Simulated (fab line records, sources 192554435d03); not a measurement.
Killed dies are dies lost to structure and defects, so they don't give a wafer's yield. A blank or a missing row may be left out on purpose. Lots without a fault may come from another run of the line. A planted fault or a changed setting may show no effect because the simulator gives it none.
A struck lot beside a sound one | flow n5_finfet | 32 steps out of a route of 1938
Sound: wafers L916.1, L916.3, L916.6. Struck: wafers L904.2, L904.3, L904.4. The cause comes at the end.
At each step with rows: each side's tool, then ch and its chambers, then its first start. Under that, the readings that differ: sound wafers | struck wafers | difference of the means | sigmas: that difference in standard deviations of wafers without a fault.
alike: readings whose means differ by less than 2 such deviations, and words and numbers that are the same on both sides. not compared: withheld readings, readings that some wafer has no value for, bounds like >300 that may hide the same value, and numbers for which the record gives no deviation and whose values overlap.
The two part at a step that has a row with sigmas, a row that says differs or no value, or rows on one side only. Numbers that don't overlap but have no deviation are shown without sigmas and don't part them. A reading that every wafer of one side lacks parts them only if that side has two wafers or more.

first, 9 steps without rows for these wafers: N5_SD_EPI_P_SOFTBAKE_04 (time 60 s); N5_SD_EPI_P_EXPOSE_06 (exposes mask SD P BLK, target cd 240 nm); N5_SD_EPI_P_PEB_07 (peb time 60 s); N5_SD_EPI_P_DEVELOP_08 (develop time 30 s); N5_SD_EPI_P_DESCUM_14 (chemistry O2, time 7.9 s); N5_SD_EPI_P_ETCH_36 (etches SiARC in CF4, target depth 45.5 nm, time 75.8 s); N5_SD_EPI_P_ETCH_37 (etches SOC in N2/H2, overetch 108 nm, time 486 s); N5_SD_EPI_P_STRIP_38 (strips in N2/H2); N5_SD_EPI_P_ETCHBACK_46 (etches SiNx in CH3F/O2, stops on SiO2, target depth 17.5 nm).
N5_SD_EPI_P_ETCH_47: etches SiOCN in CH3F/O2, target depth 25 nm.
  sound on rie_diel-05 ch 1,3, day 8 06:08; struck on rie_diel-06 ch 0,2,3, day 5 07:48
  reading                | sound             | struck            | difference | sigmas
  throttle_valve_pct (%) | 16.00 16.07 16.00 | 16.53 16.40 16.19 | +0.35      | +2
  alike: bias_w, drypump_motor_current_A, oes_product_au, rf_fwd_power_W, rf_vpp_V, showerhead_plenum_p_Torr
  not compared: rf_hours_counter_h
then, 16 steps without rows for these wafers: N5_SD_EPI_P_ETCH_16 (etches SiO2 in CHF3/O2, target depth 5 nm); N5_SD_EPI_P_STRIP_50 (strips in CHF3/O2); N5_SD_EPI_P_SD_RECESS_17 (chemistry HBr/Cl2/O2, target depth 39.1 nm, bt time 3 s); N5_SD_EPI_P_WET_ETCH_45 (etches SiO2 in dHF, time 10.7 s, target depth 2 nm, rinse time 30 s); N5_SD_EPI_P_STRIP_40 (strips in N2/H2); N5_SD_EPI_P_PRECLEAN_52 (cleans in O3/DIW, time 60 s); N5_SD_EPI_P_SRD_20 (time 30 s); N5_SD_EPI_P_PRECLEAN_51 (cleans in NF3:NH3, afs cycles 1, time 20 s, sublimation time 60 s); N5_SD_EPI_P_VAPOR_ETCH_44 (etches SiGe30 in NF3/Ar, time 3.3 s); N5_SD_EPI_P_EPI_21 (deposits SiGe:B, time 355 s); N5_SD_EPI_P_HM_STRIP_48 (strips SiNx in H3PO4, material SiNx, target depth 3 nm); N5_SD_EPI_P_SRD_49 (time 30 s); N5_SD_EPI_P_PRECLEAN_24 (cleans in O3/DIW, time 45 s); N5_SD_EPI_P_PRECLEAN_32 (cleans in dHF, time 10 s); N5_SD_EPI_P_PRECLEAN_33 (cleans in SC2, time 45 s); N5_SD_EPI_P_SRD_25 (time 30 s).
N5_SD_EPI_P_INSPECT_26: inspects for defects (darkfield).
  sound on defect_inspect-01, day 8 10:11; struck on defect_inspect-02, day 5 11:00
  reading          | sound       | struck      | difference | sigmas
  raw_defect_count | 185 153 134 | 573 493 572 | +389       | +10
then, 2 steps without rows for these wafers: N5_SD_ACTIVATION_RTA_00 (time 0 s); N5_SD_ACTIVATION_LSA_01 (time 0.0008 s).
N5_SD_ACTIVATION_INSPECT_02: inspects for defects (darkfield).
  sound on defect_inspect-02, day 8 11:00; struck on defect_inspect-02, day 5 11:45
  reading          | sound       | struck      | difference | sigmas
  raw_defect_count | 179 146 133 | 592 509 566 | +403       | +10
then, 1 step without rows for these wafers: N5_ILD0_LINER_00 (material SiNx, target thk 4 nm, pulse time 1 s, purge time 2 s).
-- the record jumps here: 11 days lie between the struck wafers' starts before and after (it left off in module ILD0 and takes up again in module PASSIVATION, whose first step shown is number 1936 of the route) --
N5_PASSIVATION_PROBE_49:
  the record has rows for the struck wafers here (prober-02, day 16 03:07) and none for the sound ones

WHERE THEY PART
First at N5_SD_EPI_P_ETCH_47; last, within this record, at N5_PASSIVATION_PROBE_49.

WHY: what the simulator had put in
Chamber particle source: rie_diel-06, from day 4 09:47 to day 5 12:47, at N5_SD_EPI_P_ETCH_47. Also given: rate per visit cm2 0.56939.
